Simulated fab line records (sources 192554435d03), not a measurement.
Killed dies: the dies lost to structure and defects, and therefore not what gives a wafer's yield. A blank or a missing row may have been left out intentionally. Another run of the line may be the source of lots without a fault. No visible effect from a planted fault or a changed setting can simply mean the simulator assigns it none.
One fault through the eyes of 2 desks + flow n5 finfet + what lay behind the numbers comes last; until then each desk has only its own

== TOOL OWNER'S DESK, rie diel-01 ==
The tool's own readings at N5_PASSIVATION_ETCH_54 (etches SiO2 in CHF3/O2, target depth 880 nm, time 440 s): means of the sampled wafers that have a number, for each lot that ran on this tool. Marked OUT: a lot whose mean sits more than 4 standard deviations from the usual mean, which makes it out of limits; the brackets give that distance.
Columns: A = CHF3_flow_sccm at N5_PASSIVATION_ETCH_54, usual 49.97 sccm; B = drypump motor current A at N5_PASSIVATION_ETCH_54, usual 5.8 A; C = oes product au at N5_PASSIVATION_ETCH_54, usual 0.83 a.u.; D = rf vpp V at N5_PASSIVATION_ETCH_54, usual 526 V; E = showerhead plenum p Torr at N5_PASSIVATION_ETCH_54, usual 2.43 Torr; F = throttle valve pct at N5_PASSIVATION_ETCH_54, usual 18.80 %
| lot  | first seen here | A     | B   | C    | D   | E    | F     |
|------|-----------------|-------|-----|------|-----|------|-------|
| L611 | day 12 14:19    | 49.99 | 5.2 | 0.80 | 524 | 2.51 | 18.88 |
| L613 | day 13 02:15    | 49.78 | 5.8 | 0.86 | 525 | 2.49 | 18.86 |
| L617 | day 15 04:45    | 49.84 | 4.8 | 0.67 | 520 | 2.47 | 19.02 |
| L620 | day 15 06:45    | 49.91 | 5.8 | 0.82 | 524 | 2.50 | 18.86 |
| L631 | day 18 14:08    | 49.81 | 5.7 | 0.85 | 525 | 2.43 | 18.89 |
This desk's finding: nothing out of limits on any of the 5 lots.

== AT THE METROLOGY DESK ==
What the gauges read, lot by lot, whatever tool the lot ran on: means of the sampled wafers that have a number. Marked OUT: a lot whose mean sits more than 4 standard deviations from the usual mean, which makes it out of limits; the brackets give that distance. Readings shown: 7 of its 10, picked as those furthest out on some lot.
Columns: A = DIBL_N at N5_BEOL_M4_RC_MEAS_101, usual 35.9 mV/V; B = IOFF_N at N5_BEOL_M4_RC_MEAS_101, usual 0.15 nA/um; C = IOFF_P at N5_BEOL_M4_RC_MEAS_101, usual 0.21 nA/um; D = ION_P at N5_BEOL_M4_RC_MEAS_101, usual 463 uA/um; E = SS_N at N5_BEOL_M4_RC_MEAS_101, usual 71.3 mV/dec; F = VT_N at N5_BEOL_M4_RC_MEAS_101, usual 250 mV; G = VT_P at N5_BEOL_M4_RC_MEAS_101, usual -251 mV
| lot  | first seen here | A    | B    | C    | D   | E    | F   | G    |
|------|-----------------|------|------|------|-----|------|-----|------|
| L611 | day 8 16:16     | 38.4 | 0.20 | 0.24 | 464 | 71.2 | 246 | -246 |
| L613 | day 8 18:22     | 35.2 | 0.14 | 0.20 | 465 | 70.8 | 251 | -249 |
| L617 | day 10 21:38    | 34.4 | 0.14 | 0.16 | 452 | 70.7 | 250 | -257 |
| L620 | day 11 06:11    | 36.8 | 0.17 | 0.24 | 464 | 71.5 | 248 | -247 |
| L624 | day 12 10:49    | 37.0 | 0.16 | 0.20 | 458 | 71.6 | 251 | -252 |
| L626 | day 12 15:37    | 36.7 | 0.15 | 0.19 | 465 | 71.4 | 249 | -252 |
| L628 | day 13 05:05    | 36.4 | 0.16 | 0.23 | 468 | 71.3 | 249 | -247 |
| L629 | day 13 19:22    | 35.3 | 0.14 | 0.19 | 460 | 71.5 | 250 | -253 |
| L630 | day 13 22:01    | 35.8 | 0.15 | 0.21 | 461 | 71.3 | 250 | -250 |
| L631 | day 14 03:22    | 34.6 | 0.12 | 0.16 | 459 | 70.8 | 255 | -254 |
This desk's finding: nothing out of limits on any of the 10 lots.

== ALL TOGETHER ==
The desk of the tool owner found nothing out of limits.
Nothing out of limits was seen by the metrology desk.

== WHAT THE SIMULATOR HAD PUT IN ==
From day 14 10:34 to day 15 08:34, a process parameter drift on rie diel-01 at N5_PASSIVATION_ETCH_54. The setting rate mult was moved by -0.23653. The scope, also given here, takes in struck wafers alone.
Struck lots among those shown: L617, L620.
